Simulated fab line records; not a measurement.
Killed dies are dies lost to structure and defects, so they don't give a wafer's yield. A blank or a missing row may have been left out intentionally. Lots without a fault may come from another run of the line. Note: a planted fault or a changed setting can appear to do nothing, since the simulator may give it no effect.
fab line records    flow n5-finfet    part 2 of 2: steps 5 to 6 of 6
record lots=23  wafers=69  last-day=16
route steps=1938 shown HKMG_FIN@439 GATE_CUT@491 MOL_CONTACT_COAG@529
lots that met no fault: taken from a fault-free run of the same line
start-h: start of the lot's first displayed wafer, in hours after the record's first day    wait-h: how many hours have passed since the lot's step before this one    " identical to the entry in the row above    L1.1+2: one row covering several wafers at once    - no value, or no start given    * or withheld: withheld    < > ~ a bound
route shown NAME@n: a module of which the file shows steps, and the number in the route of the first    usual: mean and standard deviation over wafers with no fault    same: alike in all rows    chamber/n: place in a boat    sites: each site's reading    _std_site: how widely they spread, as a standard deviation    _edge_site: inner sites' mean taken away from outer sites' mean    radius-mm: how far each site lies from the wafer's centre    mask NAME#n: copy n    behind: the most recent tool/chamber to have shaped the wafer    hold: what put the lot on hold/how long, in hours/how the hold closed    device: which transistor (n, p or np) failed to switch    end of line: the route-end tests of the same wafers    a step with no rows: only its recipe    killed: dies lost to structure and defects at the first sort, not the wafer's yield    map: per-die view of a wafer (x killed, . not killed, _ where there is no die)
set.NAME: the setting the step ran with; set.NAME@STEP: the setting that earlier step ran with    model.NAME: the simulator's own value behind a step, which no gauge read
route steps across a sampled set of lots; one table per step, one row per wafer
services: when a tool's chamber went out of use (start-h, in hours from the record's first day, below 0 if earlier), for how many hours, and the reason
## steps
# step N5_GATE_CUT_CMP_61
# recipe stop-on=SiNx  t-overpolish-s=3  post-cmp-clean=alkaline-brush  down-force-psi=4  platen-rpm=27.09  pad-velocity-m-s=0.539
# usual motor-current-A=12.3/1.5  pad-life-wafers=1066/550
lot.wafer  tool    chamber  start-h  wait-h  motor-current-A  pad-life-wafers
L074.4     cmp-01  2        84.27    0.3     12.7             949
L074.3     "       3        "        "       11.2             950
L074.5     "       2        "        "       12.6             -
L075.2     cmp-04  2        97.84    0.3     12.6             421
L075.3     "       0        "        "       9.8              423
L075.5     "       1        "        "       11.6             -
L076.2     cmp-01  2        100.14   0.4     13.0             1092
L076.4     "       1        "        "       17.5             1095
L076.6     "       2        "        "       12.3             -
L077.4     cmp-04  0        106.33   0.3     10.7             469
L077.2     "       2        "        "       12.4             471
L077.5     "       0        "        "       10.2             -
L078.3     cmp-02  3        113.05   0.3     11.8             1939
L078.4     "       1        "        "       11.8             1941
L078.5     "       3        "        "       13.0             -
L079.1     cmp-02  1        121.13   0.4     11.3             2010
L079.2     "       0        "        "       13.1             2013
L079.6     "       1        "        "       12.5             -
L080.1     cmp-04  1        130.50   0.4     11.4             660
L080.2     "       3        "        "       12.9             662
L080.5     "       1        "        "       11.6             -
L081.2     cmp-04  2        136.40   0.4     12.7             714
L081.3     "       0        "        "       9.8              716
L081.4     "       1        "        "       11.6             717
L082.3     cmp-01  0        139.04   0.3     13.0             1405
L082.1     "       1        "        "       16.2             1406
L082.6     "       0        "        "       12.7             -
L083.2     cmp-04  3        142.17   0.4     13.4             768
L083.3     "       2        "        "       12.6             771
L083.6     "       3        "        "       13.2             -
L084.3     cmp-01  3        149.26   0.4     11.3             1494
L084.2     "       1        "        "       16.5             1496
L084.6     "       3        "        "       10.8             -
L085.4     cmp-02  0        154.41   0.3     13.8             205
L085.1     "       2        "        "       11.2             207
L085.5     "       0        "        "       12.6             -
L086.4     cmp-02  1        160.34   0.4     12.1             264
L086.5     "       1        "        "       11.8             -
L086.6     "       2        "        "       10.6             -
L087.4     cmp-04  1        167.97   0.4     11.6             930
L087.3     "       2        "        "       13.2             931
L087.6     "       1        "        "       11.7             -
L088.1     cmp-04  0        173.51   0.3     10.5             980
L088.4     "       1        "        "       11.8             981
L088.6     "       2        "        "       13.0             -
L089.1     cmp-04  1        181.58   0.3     11.6             1051
L089.4     "       2        "        "       12.6             1052
L089.2     "       3        "        "       12.6             1053
L090.3     cmp-01  0        186.52   0.3     13.2             1754
L090.2     "       1        "        "       16.6             1755
L090.5     "       3        "        "       11.4             -
L091.3     cmp-02  0        195.11   0.4     12.5             546
L091.1     "       2        "        "       10.5             548
L091.6     "       1        "        "       12.1             -
L092.3     cmp-01  1        198.35   0.4     15.4             1854
L092.6     "       1        "        "       16.2             -
L092.5     "       2        "        "       13.2             -
L093.4     cmp-02  1        204.23   0.4     12.6             624
L093.2     "       0        "        "       12.8             627
L093.6     "       1        "        "       12.3             -
L094.1     cmp-01  3        208.21   0.3     10.9             1940
L094.5     "       1        "        "       15.7             -
L094.6     "       2        "        "       12.5             -
L095.4     cmp-04  3        214.20   0.3     12.7             1297
L095.2     "       1        "        "       11.6             1299
L095.6     "       3        "        "       12.6             -
L096.2     cmp-02  2        222.85   0.4     11.1             762
L096.1     "       0        "        "       13.8             764
L096.6     "       2        "        "       10.9             -
# step N5_MOL_CONTACT_COAG_DESCUM_13
# recipe chemistry=O2  time-s=7  source-power-w=50  bias-power-w=20  pressure-mtorr=20  rf-frequency-hz=2.712e+07  temp-c=40  resist=CAR-EUV  o2-flow-sccm=225
# usual drypump-motor-current-A=5.9/0.49  oes-product-au=0.78/0.078  rf-vpp-V=243.2/1.3  showerhead-plenum-p-Torr=2.10/0.068  throttle-valve-pct=20.39/0.22
lot.wafer  tool         chamber  start-h  wait-h  drypump-motor-current-A  oes-product-au  rf-hours-counter-h  rf-vpp-V  showerhead-plenum-p-Torr  throttle-valve-pct
L074.3     rie-diel-05  3        85.02    0.0     5.5                      0.82            86                  244.4     2.21                      20.48
L074.4     "            0        "        "       5.6                      0.88            48                  242.4     2.04                      20.15
L074.5     "            3        "        "       5.6                      0.83            -                   244.7     2.21                      20.50
L075.2     rie-diel-04  0        98.76    0.3     6.6                      0.73            195                 241.9     1.99                      20.21
L075.3     "            3        "        "       5.6                      0.74            163                 243.8     2.18                      20.11
L075.5     "            1        "        "       5.7                      0.82            -                   242.1     2.10                      20.59
L076.2     rie-diel-04  1        100.79   0.0     5.6                      0.81            98                  245.3     2.10                      20.60
L076.4     "            3        "        "       5.7                      0.75            163                 244.0     2.18                      20.13
L076.6     "            1        "        "       5.7                      0.81            -                   243.1     2.10                      20.58
L077.2     rie-diel-05  2        107.36   0.4     6.6                      0.79            117                 243.7     2.11                      20.36
L077.4     "            3        "        "       5.6                      0.81            97                  244.5     2.21                      20.51
L077.5     "            2        "        "       6.6                      0.79            -                   242.7     2.11                      20.36
L078.3     rie-diel-05  3        115.28   1.5     5.5                      0.81            100                 243.9     2.21                      20.53
L078.4     "            2        "        "       6.6                      0.79            121                 242.8     2.10                      20.36
L078.5     "            3        "        "       5.6                      0.81            -                   245.7     2.21                      20.52
L079.1     rie-diel-04  2        122.30   0.5     5.7                      0.69            228                 244.4     2.15                      20.18
L079.2     "            0        "        "       6.6                      0.71            206                 241.0     1.99                      20.22
L079.6     "            2        "        "       5.7                      0.69            -                   243.7     2.15                      20.17
L080.1     rie-diel-04  3        131.40   0.3     5.6                      0.74            175                 245.0     2.17                      20.14
L080.2     "            0        "        "       6.6                      0.72            209                 238.7     1.99                      20.23
L080.5     "            1        "        "       5.7                      0.79            -                   242.1     2.10                      20.61
L081.2     rie-diel-05  1        137.06   0.0     6.2                      0.69            237                 243.7     2.16                      20.51
L081.3     "            3        "        "       5.6                      0.80            110                 245.3     2.21                      20.54
L081.4     "            2        "        "       6.6                      0.78            128                 243.3     2.10                      20.37
L082.1     rie-diel-01  1        140.10   0.3     6.6                      0.88            49                  243.4     2.14                      20.78
L082.3     "            3        "        "       5.1                      0.73            212                 240.7     1.99                      20.45
L082.6     "            0        "        "       5.5                      0.89            -                   242.4     2.13                      20.67
L083.2     rie-diel-01  1        143.19   0.3     6.6                      0.88            50                  243.1     2.14                      20.79
L083.3     "            2        "        "       6.6                      0.71            191                 242.7     2.09                      20.46
L083.6     "            3        "        "       5.1                      0.72            -                   242.4     1.99                      20.47
L084.2     rie-diel-01  0        149.91   0.0     5.5                      0.89            47                  245.1     2.12                      20.67
L084.3     "            1        "        "       6.7                      0.87            52                  244.0     2.14                      20.79
L084.6     "            1        "        "       6.6                      0.87            -                   244.1     2.14                      20.77
L085.1     rie-diel-01  1        155.16   0.0     6.6                      0.86            54                  243.7     2.14                      20.78
L085.4     "            0        "        "       5.4                      0.88            49                  243.3     2.12                      20.68
L085.5     "            2        "        "       6.6                      0.71            -                   242.3     2.09                      20.48
L086.4     rie-diel-04  0        161.14   0.0     6.6                      0.71            -                   241.6     1.98                      20.25
L086.5     "            2        "        "       5.7                      0.69            -                   244.6     2.15                      20.20
L086.6     "            0        "        "       6.6                      0.70            -                   241.7     1.98                      20.23
L087.3     rie-diel-05  0        168.96   0.4     5.6                      0.84            82                  242.2     2.02                      20.21
L087.4     "            3        "        "       5.5                      0.78            -                   244.8     2.20                      20.56
L087.6     "            0        "        "       5.6                      0.83            -                   241.8     2.02                      20.20
L088.1     rie-diel-01  0        174.23   0.0     5.5                      0.88            57                  243.2     2.12                      20.69
L088.4     "            1        "        "       6.6                      0.85            63                  244.2     2.13                      20.78
L088.6     "            1        "        "       6.6                      0.87            -                   243.6     2.13                      20.80
L089.1     rie-diel-01  2        182.20   0.0     6.6                      0.71            207                 242.9     2.08                      20.48
L089.2     "            3        "        "       5.1                      0.72            227                 241.9     1.99                      20.47
L089.4     "            0        "        "       5.5                      0.87            60                  243.7     2.12                      20.68
L090.2     rie-diel-04  1        187.45   0.2     5.7                      0.77            133                 244.6     2.09                      20.64
L090.3     "            3        "        "       5.7                      0.73            195                 244.3     2.17                      20.16
L090.5     "            3        "        "       5.7                      0.72            -                   244.0     2.17                      20.18
L091.1     rie-diel-04  2        196.34   0.6     5.8                      0.94            2                   244.1     2.14                      19.91
L091.3     "            0        "        "       6.6                      0.70            238                 241.7     1.98                      20.27
L091.6     "            3        "        "       5.6                      0.72            -                   243.0     2.16                      20.16
L092.3     rie-diel-05  1        199.07   0.1     6.3                      0.97            4                   243.9     2.15                      20.11
L092.5     "            0        "        "       5.6                      0.82            -                   242.1     2.02                      20.20
L092.6     "            1        "        "       6.3                      0.98            -                   244.3     2.15                      20.12
L093.2     rie-diel-05  0        205.41   0.4     5.6                      0.83            97                  242.3     2.02                      20.22
L093.4     "            3        "        "       5.5                      0.77            140                 244.2     2.19                      20.59
L093.6     "            1        "        "       6.3                      0.97            -                   245.5     2.15                      20.14
L094.1     rie-diel-05  0        209.14   0.2     5.6                      0.82            98                  242.4     2.02                      20.22
L094.5     "            0        "        "       5.6                      0.82            -                   242.3     2.02                      20.23
L094.6     "            3        "        "       5.5                      0.76            -                   243.4     2.19                      20.58
L095.2     rie-diel-05  2        214.95   0.0     6.6                      0.76            165                 243.3     2.09                      20.43
L095.4     "            3        "        "       5.5                      0.76            145                 244.7     2.19                      20.58
L095.6     "            1        "        "       6.2                      0.95            -                   243.9     2.15                      20.14
L096.1     rie-diel-04  2        223.63   0.0     5.7                      0.91            12                  244.0     2.14                      19.96
L096.2     "            1        "        "       5.7                      0.76            148                 243.8     2.09                      20.66
L096.6     "            3        "        "       5.6                      0.71            -                   244.0     2.16                      20.18
## services
tool             chamber  start-h  hours  kind
cmp-01           -        53.93    4.5    pm
cmp-02           -        82.01    6.3    repair
cmp-04           -        87.12    1.4    repair
rie-diel-01      -        88.48    28.1   pm
rie-diel-06      0        88.86    4.1    repair
rie-diel-04      -        101.30   0.5    repair
rie-diel-02      1        113.73   15.6   repair
rie-diel-06      2        117.42   1.2    repair
rie-diel-05      2        119.71   1.5    repair
plasma-asher-02  -        123.16   4.3    pm
cmp-02           -        132.53   4.0    pm
cmp-04           -        149.07   6.8    pm
rie-diel-02      3        153.75   1.5    repair
cmp-01           -        160.18   2.3    repair
rie-diel-04      1        160.26   9.4    repair
cmp-04           -        164.22   2.1    repair
rie-diel-03      3        164.52   1.7    repair
cmp-04           -        174.93   1.3    repair
rie-diel-06      -        179.18   14.6   pm
rie-diel-01      -        182.64   29.3   repair
cmp-04           -        209.28   0.9    repair
rie-diel-04      2        210.03   5.3    repair
rie-diel-04      1        217.31   5.0    repair
rie-diel-01      3        221.31   4.5    repair
